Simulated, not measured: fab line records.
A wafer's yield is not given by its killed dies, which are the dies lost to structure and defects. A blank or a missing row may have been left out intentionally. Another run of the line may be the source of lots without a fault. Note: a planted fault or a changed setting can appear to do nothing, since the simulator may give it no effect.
Which tool was responsible? + flow n5-finfet + Sampling: 8 lots, 24 wafers, 5 of 1938 route steps

## WHAT THE GAUGES READ, wafer by wafer
N5_BEOL_M3_CD_MEAS_18: pitch 36 nm, target cd 18 nm. Usual: cd-nm reads 18.10 nm (standard deviation 0.28).
| lot  | measured     | on        | cd-nm (nm)        | flag |
|------|--------------|-----------|-------------------|------|
| L126 | day 8 17:39  | cd-sem-01 | 18.26 18.34 18.37 |      |
| L127 | day 8 18:42  | cd-sem-02 | 18.11 18.01 18.31 |      |
| L135 | day 10 19:15 | cd-sem-01 | 18.08 18.17 18.31 |      |
| L137 | day 11 00:02 | cd-sem-02 | 18.18 17.76 18.22 |      |
| L138 | day 11 14:17 | cd-sem-02 | 18.18 18.34 18.49 |      |
| L139 | day 11 20:16 | cd-sem-02 | 18.30 17.97 18.17 |      |
| L142 | day 12 06:28 | cd-sem-03 | 18.56 18.07 18.26 |      |
| L143 | day 12 19:34 | cd-sem-01 | 18.06 17.85 18.37 |      |

N5_BEOL_M4_RC_MEAS_101. Usual: DIBL_N 36.5 mV/V, standard deviation 1.4; DIBL_P 36.6 mV/V, standard deviation 1.6; IOFF_N 0.160 nA/um, standard deviation 0.024; IOFF_P 0.217 nA/um, standard deviation 0.029; ION_N 674 uA/um, standard deviation 8.7; ION_P 464 uA/um, standard deviation 6.5; SS_N 71.6 mV/dec, standard deviation 0.47; SS_P 73.4 mV/dec, standard deviation 0.57; VT_N 250.0 mV, standard deviation 2.5; VT_P -250 mV, standard deviation 3.1.
| lot  | measured     | on        | DIBL_N (mV/V)  | DIBL_P (mV/V)  | IOFF_N (nA/um)    | IOFF_P (nA/um)    | ION_N (uA/um) | ION_P (uA/um) | SS_N (mV/dec)  | SS_P (mV/dec)  | VT_N (mV)         | VT_P (mV)      | flag |
|------|--------------|-----------|----------------|----------------|-------------------|-------------------|---------------|---------------|----------------|----------------|-------------------|----------------|------|
| L126 | day 9 18:49  | prober-02 | 38.8 35.9 37.8 | 39.8 36.3 38.6 | 0.211 0.160 0.187 | 0.253 0.196 0.226 | 694 677 679   | 465 457 460   | 72.7 71.2 70.8 | 74.1 73.5 74.0 | 248.9 250.0 249.7 | -249 -253 -253 |      |
| L127 | day 9 20:58  | prober-01 | 36.2 35.4 36.4 | 36.6 34.5 37.0 | 0.161 0.140 0.168 | 0.244 0.202 0.238 | 670 670 679   | 472 462 470   | 71.7 71.5 71.6 | 74.0 72.5 73.5 | 248.0 250.6 248.6 | -245 -246 -246 |      |
| L135 | day 11 20:25 | prober-02 | 36.8 36.1 36.4 | 37.4 36.8 36.4 | 0.157 0.154 0.155 | 0.227 0.219 0.219 | 668 678 678   | 458 468 469   | 72.0 71.6 70.4 | 74.0 73.4 73.7 | 251.6 250.2 251.5 | -247 -249 -249 |      |
| L137 | day 11 23:09 | prober-02 | 35.3 36.2 36.7 | 34.9 35.7 36.2 | 0.123 0.135 0.145 | 0.158 0.168 0.174 | 667 672 664   | 452 452 448   | 71.6 71.6 71.8 | 73.2 72.9 72.7 | 255.3 253.1 252.7 | -256 -256 -255 |      |
| L138 | day 12 06:28 | prober-02 | 35.3 36.1 35.7 | 34.2 35.6 35.5 | 0.112 0.127 0.127 | 0.167 0.185 0.185 | 653 663 666   | 454 462 462   | 71.0 71.2 71.4 | 72.3 73.1 73.3 | 253.4 254.9 253.7 | -255 -252 -252 |      |
| L139 | day 12 14:25 | prober-01 | 36.7 36.8 35.0 | 38.8 39.0 36.9 | 0.167 0.173 0.146 | 0.226 0.231 0.194 | 666 669 672   | 463 459 460   | 72.0 71.6 71.7 | 74.2 73.8 73.3 | 249.4 250.7 250.6 | -253 -250 -252 |      |
| L142 | day 12 22:23 | prober-01 | 35.9 34.7 35.5 | 35.8 34.1 34.8 | 0.153 0.133 0.139 | 0.224 0.208 0.221 | 681 670 662   | 465 466 465   | 71.5 70.7 71.4 | 73.0 73.3 73.3 | 249.2 252.9 250.5 | -249 -246 -246 |      |
| L143 | day 13 13:08 | prober-01 | 35.8 34.8 37.9 | 38.6 37.1 40.1 | 0.164 0.143 0.199 | 0.217 0.193 0.236 | 677 677 686   | 454 461 458   | 71.6 70.9 73.0 | 73.5 73.4 74.4 | 248.1 252.1 248.2 | -249 -250 -249 |      |

## WHAT TOOL EACH LOT RAN ON (gives the tool, then ch and the chambers of the sampled wafers, and finally the start)
| lot  | N5_BEOL_M3_ETCH_74                 | N5_BEOL_M3_ETCH_63                 | N5_BEOL_M3_ETCH_77                 |
|------|------------------------------------|------------------------------------|------------------------------------|
| L126 | rie-diel-03 ch 0,3, day 8 17:15    | rie-diel-03 ch 0,3, day 8 17:16    | rie-diel-03 ch 0,2, day 8 18:15    |
| L127 | rie-diel-04 ch 2,3, day 8 18:19    | rie-diel-04 ch 2,3, day 8 18:20    | rie-diel-04 ch 0,2,3, day 8 19:18  |
| L135 | rie-diel-05 ch 0,2,3, day 10 18:51 | rie-diel-05 ch 0,2,3, day 10 18:52 | rie-diel-04 ch 0,1,3, day 10 19:51 |
| L137 | rie-diel-04 ch 1,2,3, day 10 23:39 | rie-diel-04 ch 1,2,3, day 10 23:40 | rie-diel-03 ch 1,2,3, day 11 00:38 |
| L138 | rie-diel-04 ch 0,1, day 11 13:53   | rie-diel-04 ch 0,1, day 11 13:54   | rie-diel-03 ch 1,2,3, day 11 14:45 |
| L139 | rie-diel-05 ch 0,1,2, day 11 19:53 | rie-diel-05 ch 0,1,2, day 11 19:54 | rie-diel-04 ch 0,3, day 11 20:44   |
| L142 | rie-diel-03 ch 1,2,3, day 12 06:04 | rie-diel-03 ch 1,2,3, day 12 06:05 | rie-diel-03 ch 0,2,3, day 12 06:56 |
| L143 | rie-diel-05 ch 0,1,3, day 12 19:10 | rie-diel-05 ch 0,1,3, day 12 19:11 | rie-diel-04 ch 0,1,3, day 12 20:10 |
- N5_BEOL_M3_ETCH_74: etches underlayer in N2/H2, target depth 6.5 nm, time 5.2 s.
- N5_BEOL_M3_ETCH_63: etches SiARC in CF4, target depth 15.6 nm, time 26 s.
- N5_BEOL_M3_ETCH_77: etches underlayer in N2/H2, target depth 6.5 nm, time 5.2 s.

## AS READ BY THE TOOLS THEMSELVES (means over the sampled wafers that have a number; for cases with no such wafer, the mark the record gives instead)
N5_BEOL_M3_ETCH_74. Usual: bias-w 150.0 W, standard deviation 0.4; chamber-pressure-mTorr 30.00 mTorr, standard deviation 0.041; drypump-motor-current-A 5.7 A, standard deviation 0.47; etch-rf-on-time-s 5.20 s, standard deviation 0.093; oes-product-au 0.68 a.u., standard deviation 0.063; rf-vpp-V 524 V, standard deviation 3.1; showerhead-plenum-p-Torr 2.56 Torr, standard deviation 0.1; throttle-valve-pct 17.87 %, standard deviation 0.2.
| lot  | tool        | bias-w (W) | chamber-pressure-mTorr (mTorr) | drypump-motor-current-A (A) | etch-rf-on-time-s (s) | oes-product-au (a.u.) | rf-vpp-V (V) | showerhead-plenum-p-Torr (Torr) | throttle-valve-pct (%) | flag |
|------|-------------|------------|--------------------------------|-----------------------------|-----------------------|-----------------------|--------------|---------------------------------|------------------------|------|
| L126 | rie-diel-03 | 149.7      | 29.96                          | 5.8                         | 5.16                  | 0.75                  | 527          | 2.65                            | 17.98                  |      |
| L127 | rie-diel-04 | 150.6      | 30.01                          | 5.1                         | 5.16                  | 0.62                  | 524          | 2.57                            | 17.73                  |      |
| L135 | rie-diel-05 | 149.9      | 29.99                          | 5.7                         | 5.25                  | 0.66                  | 524          | 2.55                            | 17.95                  |      |
| L137 | rie-diel-04 | 149.8      | 30.04                          | 5.4                         | 5.17                  | 0.65                  | 521          | 2.51                            | 17.92                  |      |
| L138 | rie-diel-04 | 150.3      | 29.98                          | 5.7                         | 5.19                  | 0.67                  | 524          | 2.49                            | 18.09                  |      |
| L139 | rie-diel-05 | 150.0      | 29.98                          | 5.7                         | 5.22                  | 0.71                  | 526          | 2.61                            | 17.92                  |      |
| L142 | rie-diel-03 | 150.0      | 29.99                          | 6.1                         | 5.27                  | 0.68                  | 523          | 2.55                            | 17.85                  |      |
| L143 | rie-diel-05 | 149.9      | 29.98                          | 5.6                         | 5.12                  | 0.75                  | 525          | 2.55                            | 17.76                  |      |

N5_BEOL_M3_ETCH_63. Usual: bias-w 35.99 W, standard deviation 0.1; cf4-flow-sccm 100.05 sccm, standard deviation 0.29; drypump-motor-current-A 5.7 A, standard deviation 0.47; etch-rf-on-time-s 25.9 s, standard deviation 0.47; oes-product-au 0.68 a.u., standard deviation 0.064; rf-vpp-V 184.3 V, standard deviation 1.2; showerhead-plenum-p-Torr 2.15 Torr, standard deviation 0.079; throttle-valve-pct 15.61 %, standard deviation 0.16.
| lot  | tool        | bias-w (W) | cf4-flow-sccm (sccm) | drypump-motor-current-A (A) | etch-rf-on-time-s (s) | oes-product-au (a.u.) | rf-vpp-V (V) | showerhead-plenum-p-Torr (Torr) | throttle-valve-pct (%) | flag |
|------|-------------|------------|----------------------|-----------------------------|-----------------------|-----------------------|--------------|---------------------------------|------------------------|------|
| L126 | rie-diel-03 | 35.94      | 99.96                | 5.9                         | 25.6                  | 0.75                  | 184.6        | 2.23                            | 15.69                  |      |
| L127 | rie-diel-04 | 35.95      | 100.27               | 5.2                         | 25.8                  | 0.63                  | 184.6        | 2.17                            | 15.52                  |      |
| L135 | rie-diel-05 | 36.09      | 100.18               | 5.7                         | 25.9                  | 0.67                  | 184.0        | 2.15                            | 15.63                  |      |
| L137 | rie-diel-04 | 35.99      | 100.18               | 5.4                         | 25.6                  | 0.65                  | 184.1        | 2.12                            | 15.67                  |      |
| L138 | rie-diel-04 | 36.02      | 100.02               | 5.7                         | 26.0                  | 0.67                  | 183.5        | 2.09                            | 15.80                  |      |
| L139 | rie-diel-05 | 35.98      | 99.83                | 5.7                         | 25.5                  | 0.72                  | 184.2        | 2.19                            | 15.57                  |      |
| L142 | rie-diel-03 | 36.07      | 100.43               | 6.1                         | 25.8                  | 0.69                  | 183.9        | 2.15                            | 15.62                  |      |
| L143 | rie-diel-05 | 35.99      | 99.91                | 5.7                         | 25.8                  | 0.74                  | 184.6        | 2.15                            | 15.47                  |      |

N5_BEOL_M3_ETCH_77. Usual: bias-w 150.0 W, standard deviation 0.46; chamber-pressure-mTorr 30.00 mTorr, standard deviation 0.038; drypump-motor-current-A 5.7 A, standard deviation 0.45; etch-rf-on-time-s 5.17 s, standard deviation 0.1; oes-product-au 0.69 a.u., standard deviation 0.063; rf-vpp-V 524 V, standard deviation 3.2; showerhead-plenum-p-Torr 2.57 Torr, standard deviation 0.1; throttle-valve-pct 17.86 %, standard deviation 0.2.
| lot  | tool        | bias-w (W) | chamber-pressure-mTorr (mTorr) | drypump-motor-current-A (A) | etch-rf-on-time-s (s) | oes-product-au (a.u.) | rf-vpp-V (V) | showerhead-plenum-p-Torr (Torr) | throttle-valve-pct (%) | flag |
|------|-------------|------------|--------------------------------|-----------------------------|-----------------------|-----------------------|--------------|---------------------------------|------------------------|------|
| L126 | rie-diel-03 | -          | -                              | -                           | -                     | -                     | -            | -                               | -                      | OFF  |
| L127 | rie-diel-04 | -          | -                              | -                           | -                     | -                     | -            | -                               | -                      | OFF  |
| L135 | rie-diel-04 | 149.7      | 29.99                          | 5.9                         | 5.16                  | 0.65                  | 523          | 2.48                            | 17.95                  |      |
| L137 | rie-diel-03 | 149.9      | 29.98                          | 6.1                         | 5.21                  | 0.70                  | 524          | 2.56                            | 17.84                  |      |
| L138 | rie-diel-03 | 150.1      | 30.01                          | 6.1                         | 5.22                  | 0.69                  | 524          | 2.56                            | 17.85                  |      |
| L139 | rie-diel-04 | 150.0      | 30.01                          | 6.1                         | 5.14                  | 0.62                  | 523          | 2.45                            | 17.85                  |      |
| L142 | rie-diel-03 | 149.9      | 30.00                          | 5.9                         | 5.26                  | 0.69                  | 524          | 2.60                            | 17.88                  |      |
| L143 | rie-diel-04 | 150.2      | 29.97                          | 5.9                         | 5.20                  | 0.64                  | 522          | 2.47                            | 17.98                  |      |

## THE ANSWER, worked out from the rows above alone
Rule: lot off if the mean of its wafers having a number is beyond 3 standard deviations from the usual mean. A lot without any number at a reading at which 4 lots or more have one is off too. Where the step has rows for the other lots, those lots are counted as sound. After the gauges, taken in route order, come the tools' own readings; for these a lot's mean is taken, as printed above. The first step at which some lot is off is used, and at that step the reading that is off furthest; a lot without a number counts as furthest.
Off, at N5_BEOL_M3_ETCH_77 on bias-w: L126, L127. Without a number there: L126, L127.
If a tool, at that step or one of the process steps before it, ran each lot that is off and ran no sound lot following the first of them, it fits. No candidate that was tried fits.

## WHAT THE SIMULATOR PUT IN
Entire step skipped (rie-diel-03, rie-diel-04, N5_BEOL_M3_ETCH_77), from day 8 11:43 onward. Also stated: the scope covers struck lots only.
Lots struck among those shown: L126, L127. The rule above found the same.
